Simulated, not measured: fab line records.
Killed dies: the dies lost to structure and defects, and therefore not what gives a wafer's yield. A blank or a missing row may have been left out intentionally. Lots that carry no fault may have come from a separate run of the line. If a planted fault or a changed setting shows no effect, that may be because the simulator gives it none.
Which of the tools did it? | flow n5_finfet | Sampling: 12 lots, 32 wafers, 4 of 1938 route steps

## WHAT THE GAUGES READ, wafer by wafer
The record holds no reading of a measuring or inspecting step that can be judged against a usual standard deviation.

## TOOL THAT RAN EACH LOT (tool first, then ch and the chambers of the sampled wafers, then the start)
lot  | N5_BEOL_M9_HM_STRIP_39              | N5_PASSIVATION_PASS_ETCH_74        | N5_PASSIVATION_STRIP_48            | N5_PASSIVATION_PROBE_49
L837 | wet_bench-04 ch 5,7, day 9 04:40    | rie_diel-05 ch 2,3, day 11 04:28   | rie_diel-02 ch 0,3, day 11 08:51   | prober-02, day 11 11:23
L840 | wet_bench-01 ch 1,2,4, day 10 05:32 | rie_diel-03 ch 0,1,2, day 12 07:56 | rie_diel-06 ch 0,1,3, day 12 12:04 | prober-01, day 12 14:37
L843 | wet_bench-04 ch 0,6,7, day 10 14:29 | rie_diel-01 ch 0,2,3, day 12 09:17 | rie_diel-06 ch 0,1,3, day 12 13:08 | prober-02, day 12 15:37
L842 | wet_bench-01 ch 0,3,6, day 10 14:55 | rie_diel-05 ch 0,3, day 12 14:56   | rie_diel-06 ch 0,1, day 12 19:06   | prober-01, day 12 21:43
L844 | wet_bench-04 ch 4,7, day 11 04:25   | rie_diel-03 ch 1,3, day 13 02:18   | rie_diel-02 ch 1,2, day 13 07:06   | prober-02, day 13 09:46
L846 | wet_bench-01 ch 2,5,7, day 11 09:03 | rie_diel-05 ch 0,1,2, day 13 05:57 | rie_diel-06 ch 1,2,3, day 13 10:12 | prober-02, day 13 12:50
L845 | wet_bench-01 ch 2,7, day 11 12:04   | rie_diel-05 ch 0,2, day 13 09:59   | rie_diel-06 ch 1,3, day 13 13:55   | prober-02, day 13 16:27
L848 | wet_bench-01 ch 0,1,3, day 12 01:25 | rie_diel-03 ch 1,3, day 13 22:24   | rie_diel-02 ch 0,2, day 14 03:07   | prober-02, day 14 05:40
L853 | wet_bench-05 ch 0,3,5, day 12 21:07 | rie_diel-03 ch 0,2,3, day 14 23:36 | rie_diel-04 ch 0,1,3, day 15 04:13 | prober-02, day 15 06:43
L854 | wet_bench-04 ch 1,2,7, day 13 05:45 | rie_diel-05 ch 0,1,2, day 15 07:48 | rie_diel-02 ch 0,1,2, day 15 11:44 | prober-02, day 15 14:59
L856 | wet_bench-01 ch 1,3,6, day 13 17:38 | rie_diel-05 ch 0,2,3, day 15 12:57 | rie_diel-04 ch 0,1, day 15 16:50   | prober-02, day 15 19:20
L858 | wet_bench-04 ch 3,6, day 14 02:40   | rie_diel-03 ch 1,3, day 16 18:40   | rie_diel-04 ch 2, day 16 22:40     | prober-01, day 17 01:13
- N5_BEOL_M9_HM_STRIP_39: strips TiN in peroxide tin strip, target depth 25 nm, time 158 s.
- N5_PASSIVATION_PASS_ETCH_74: etches SiNx in CF4/O2, target depth 220 nm, time 110 s.
- N5_PASSIVATION_STRIP_48: strips in O2.
- N5_PASSIVATION_PROBE_49

## AS READ BY THE TOOLS THEMSELVES (means over the sampled wafers that have a number; for cases with no such wafer, the mark the record gives instead)
N5_BEOL_M9_HM_STRIP_39. Usual: 7.1 % for bath_heat_duty_pct, sd 0.89.
lot  | tool         | bath_heat_duty_pct (%) | flag
L837 | wet_bench-04 | 6.6                    |
L840 | wet_bench-01 | 6.7                    |
L843 | wet_bench-04 | 6.8                    |
L842 | wet_bench-01 | 7.5                    |
L844 | wet_bench-04 | 7.9                    |
L846 | wet_bench-01 | 7.6                    |
L845 | wet_bench-01 | 6.5                    |
L848 | wet_bench-01 | 7.5                    |
L853 | wet_bench-05 | 7.0                    |
L854 | wet_bench-04 | 6.3                    |
L856 | wet_bench-01 | 7.9                    |
L858 | wet_bench-04 | 7.2                    |

N5_PASSIVATION_PASS_ETCH_74. Usual: O2_flow_sccm 10.001 sccm, standard deviation 0.029; cf4_flow_sccm 100.0 sccm, standard deviation 0.33; drypump_motor_current_A 5.7 A, standard deviation 0.54; oes_ar_750_au 0.80 a.u., standard deviation 0.077; oes_product_au 0.80 a.u., standard deviation 0.081; rf_vpp_V 239 V, standard deviation 5.5; showerhead_plenum_p_Torr 2.19 Torr, standard deviation 0.08; throttle_valve_pct 15.91 %, standard deviation 0.21.
lot  | tool        | O2_flow_sccm (sccm) | cf4_flow_sccm (sccm) | drypump_motor_current_A (A) | oes_ar_750_au (a.u.) | oes_product_au (a.u.) | rf_vpp_V (V) | showerhead_plenum_p_Torr (Torr) | throttle_valve_pct (%) | flag
L837 | rie_diel-05 | 10.056              | 99.8                 | 6.2                         | 0.76                 | 0.76                  | 244          | 2.27                            | 15.69                  |
L840 | rie_diel-03 | 10.007              | 100.3                | 5.7                         | 0.75                 | 0.76                  | 243          | 2.15                            | 16.02                  |
L843 | rie_diel-01 | 9.992               | 99.9                 | 5.1                         | 0.83                 | 0.83                  | 237          | 2.16                            | 16.04                  |
L842 | rie_diel-05 | 9.997               | 99.9                 | 5.7                         | 0.74                 | 0.73                  | 235          | 2.11                            | 15.95                  |
L844 | rie_diel-03 | 10.008              | 100.0                | 5.8                         | 0.89                 | 0.90                  | 238          | 2.20                            | 15.73                  |
L846 | rie_diel-05 | 9.954               | 99.8                 | 6.2                         | 0.78                 | 0.78                  | 237          | 2.21                            | 15.80                  |
L845 | rie_diel-05 | 10.026              | 99.8                 | 6.2                         | 0.77                 | 0.77                  | 234          | 2.16                            | 15.81                  |
L848 | rie_diel-03 | 9.994               | 100.1                | 5.9                         | 0.85                 | 0.85                  | 239          | 2.18                            | 15.78                  |
L853 | rie_diel-03 | 10.010              | 100.1                | 5.5                         | 0.77                 | 0.78                  | 239          | 2.18                            | 15.98                  |
L854 | rie_diel-05 | 10.010              | 100.0                | 6.1                         | 0.77                 | 0.76                  | 237          | 2.21                            | 15.83                  |
L856 | rie_diel-05 | 9.996               | 99.7                 | 6.0                         | 0.82                 | 0.81                  | 238          | 2.19                            | 15.69                  |
L858 | rie_diel-03 | 10.007              | 100.0                | 5.8                         | 0.83                 | 0.84                  | 238          | 2.19                            | 15.77                  |

N5_PASSIVATION_STRIP_48. Usual: drypump_motor_current_A 5.7 A, standard deviation 0.38; oes_product_au 0.83 a.u., standard deviation 0.1; rf_vpp_V 3.7 V, standard deviation 2.5; showerhead_plenum_p_Torr 2.11 Torr, standard deviation 0.072; throttle_valve_pct 16.72 %, standard deviation 0.19.
lot  | tool        | drypump_motor_current_A (A) | oes_product_au (a.u.) | rf_vpp_V (V) | showerhead_plenum_p_Torr (Torr) | throttle_valve_pct (%) | flag
L837 | rie_diel-02 | 5.6                         | 0.85                  | 3.2          | 2.17                            | 16.73                  |
L840 | rie_diel-06 | 6.1                         | 0.93                  | 4.2          | 2.10                            | 16.56                  |
L843 | rie_diel-06 | 6.0                         | 0.92                  | 1.8          | 2.10                            | 16.57                  |
L842 | rie_diel-06 | 6.0                         | 0.96                  | 1.5          | 2.13                            | 16.49                  |
L844 | rie_diel-02 | 5.2                         | 0.69                  | 4.0          | 2.12                            | 17.09                  |
L846 | rie_diel-06 | 5.8                         | 0.95                  | 3.0          | 2.14                            | 16.61                  |
L845 | rie_diel-06 | 6.0                         | 0.92                  | 2.5          | 2.08                            | 16.70                  |
L848 | rie_diel-02 | 5.2                         | 0.78                  | 4.7          | 2.08                            | 16.83                  |
L853 | rie_diel-04 | 5.7                         | 0.84                  | 4.4          | 2.06                            | 16.72                  |
L854 | rie_diel-02 | 5.3                         | 0.92                  | 3.8          | 2.11                            | 16.63                  |
L856 | rie_diel-04 | 5.6                         | 0.79                  | 1.9          | 2.06                            | 16.76                  |
L858 | rie_diel-04 | 6.3                         | 1.00                  | 2.4          | 2.23                            | 16.30                  |

N5_PASSIVATION_PROBE_49. Usual: defect_limited_yield 91.5 %, standard deviation 1.5; killed_at_M0_to_M3 32, standard deviation 9.4; killed_at_M4_up 12, standard deviation 5.1; killed_at_contacts 11, standard deviation 7.4; killed_at_front_end 41, standard deviation 11; killed_at_other 3.4, standard deviation 2.5; killed_dies 100, standard deviation 17; killed_open 65, standard deviation 14; killed_short 33, standard deviation 7; sort_bin_4_leakage 0.00 %, standard deviation 0.01; sort_bin_5_function 4.9 %, standard deviation 0.96; sort_bin_6_memory 3.1 %, standard deviation 0.7; sort_bin_8_speed 0.00 %, standard deviation 0.01; sort_n_pass 1080, standard deviation 17; sort_yield_pct 91.5 %, standard deviation 1.5.
lot  | tool      | defect_limited_yield (%) | killed_at_M0_to_M3 | killed_at_M4_up | killed_at_contacts | killed_at_front_end | killed_at_other | killed_dies | killed_open | killed_short | sort_bin_4_leakage (%) | sort_bin_5_function (%) | sort_bin_6_memory (%) | sort_bin_8_speed (%) | sort_n_pass | sort_yield_pct (%) | flag
L837 | prober-02 | 92.0                     | 20                 | 12              | 12                 | 44                  | 6.0             | 94          | 62          | 32           | 0.00                   | 4.7                     | 3.1                   | 0.00                 | 1086        | 92.0               |
L840 | prober-01 | 91.0                     | 22                 | 17              | 21                 | 44                  | 1.7             | 106         | 68          | 35           | 0.00                   | 5.4                     | 3.1                   | 0.03                 | 1073        | 91.0               |
L843 | prober-02 | 91.5                     | 29                 | 16              | 17                 | 36                  | 2.7             | 101         | 68          | 32           | 0.03                   | 5.0                     | 3.1                   | 0.00                 | 1079        | 91.4               |
L842 | prober-01 | 89.3                     | 33                 | 15              | 32                 | 39                  | 6.3             | 126         | 92          | 34           | 0.00                   | 6.2                     | 4.0                   | 0.00                 | 1054        | 89.3               |
L844 | prober-02 | 90.7                     | 30                 | 18              | 10                 | 45                  | 6.0             | 110         | 72          | 34           | 0.00                   | 5.8                     | 3.0                   | 0.00                 | 1070        | 90.7               |
L846 | prober-02 | 92.6                     | 24                 | 8               | 9                  | 43                  | 3.7             | 88          | 54          | 33           | 0.00                   | 4.4                     | 2.6                   | 0.00                 | 1092        | 92.6               |
L845 | prober-02 | 92.3                     | 32                 | 10              | 12                 | 36                  | 1.0             | 90          | 60          | 29           | 0.00                   | 4.7                     | 2.8                   | 0.00                 | 1090        | 92.3               |
L848 | prober-02 | 81.6                     | 40                 | 119             | 15                 | 43                  | 0.3             | 218         | 78          | 34           | 0.00                   | 11.4                    | 5.1                   | 0.00                 | 962         | 81.6               | OFF
L853 | prober-02 | 93.2                     | 23                 | 13              | 5                  | 38                  | 1.0             | 80          | 52          | 27           | 0.00                   | 3.9                     | 2.6                   | 0.00                 | 1100        | 93.2               |
L854 | prober-02 | 91.9                     | 42                 | 13              | 7                  | 27                  | 5.3             | 95          | 59          | 32           | 0.00                   | 4.5                     | 3.1                   | 0.00                 | 1085        | 91.9               |
L856 | prober-02 | 82.3                     | 41                 | 125             | 5                  | 32                  | 5.3             | 209         | 67          | 33           | 0.00                   | 10.9                    | 5.0                   | 0.00                 | 971         | 82.3               | OFF
L858 | prober-01 | 91.5                     | 34                 | 14              | 6                  | 40                  | 5.5             | 100         | 61          | 37           | 0.00                   | 5.0                     | 3.1                   | 0.00                 | 1080        | 91.5               |

## THE ANSWER, worked out from the rows above alone
Rule: lot off if the mean of its wafers having a number is beyond 3 standard deviations from the usual mean. A lot without any number at a reading at which 4 lots or more have one is off too. Any other lot the step has rows for is counted as sound. Order of review: gauges by route order, followed by the tools' own readings, for which a lot's mean as printed above is used. The first step at which some lot is off is used, and at that step the reading that is off furthest; a lot without a number counts as furthest.
Off at N5_PASSIVATION_PROBE_49 (killed_at_M4_up): L848, L856.
If a tool, at that step or one of the process steps before it, ran each lot that is off and ran no sound lot following the first of them, it fits. One fits: N5_BEOL_M9_HM_STRIP_39 on wet_bench-01. A fault onset in the window from L845 (day 11 12:04, its last sound lot) to L848 (day 12 01:25, its first lot off) fits.

## WHAT THE SIMULATOR HAD INSERTED
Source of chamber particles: wet_bench-01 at N5_BEOL_M9_HM_STRIP_39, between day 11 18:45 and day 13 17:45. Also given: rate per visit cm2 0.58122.
Lots struck among those shown: L848, L856. The rule above reached the same finding.
